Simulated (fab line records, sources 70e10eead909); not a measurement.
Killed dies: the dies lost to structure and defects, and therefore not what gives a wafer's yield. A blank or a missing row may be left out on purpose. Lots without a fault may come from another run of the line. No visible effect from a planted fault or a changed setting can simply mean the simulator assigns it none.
Chamber matching	flow nandHarc	4 sister chambers for NHARC_A_WL_FILL_CMP_12 on cmp-03
The step polishes, t overpolish 30 s, target thk 100 nm. 8 wafers are shown with their chamber, then 7 later ones without.

WAFERS WITH THEIR CHAMBER
wafer	chamber	timeToEndpointS (s)	motorCurrentA (A)
L079.4	1	14	10.7
L083.2	1	17	11.0
L083.6	2	21	12.2
L084.1	0	22	11.7
L084.5	3	20	12.2
L084.6	2	21	11.8
L088.1	0	20	11.6
L088.3	3	19	12.4

WAFERS WITH NO CHAMBER GIVEN
wafer	timeToEndpointS (s)	motorCurrentA (A)
L088.6	16	12.3
L089.2	15	10.4
L089.3	24	11.5
L089.5	22	12.4
L097.3	20	11.2
L097.4	18	11.7
L097.5	20	11.7

WHICH CHAMBER EACH ONE RAN IN
wafer	from the rows above	in truth
L088.6	can't be placed: 3 or 2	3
L089.2	1	1
L089.3	can't be placed: 0 or 2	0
L089.5	can't be placed: 3 or 2 or 0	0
L097.3	can't be placed: 0 or 1 or 2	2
L097.4	can't be placed: 0 or 2 or 3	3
L097.5	can't be placed: 0 or 2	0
Correctly placed: 1 of 7. Unplaceable from these rows: 6, with the true chamber sitting among the candidates in 6. 0 placed wrongly.
How it was worked out, from the rows above alone: a wafer's distance from a chamber is the root of the sum, over the readings, of the square of ((its reading less the chamber's mean) divided by the reading's scatter). If the next closest chamber is less than 2 further off than the closest, the wafer can't be placed; otherwise it belongs to the closest. A chamber's mean is the mean of its shown wafers. The scatter: take each reading less its chamber's mean, square it, sum over the shown wafers, divide by the number of wafers less the number of chambers, and take the root.
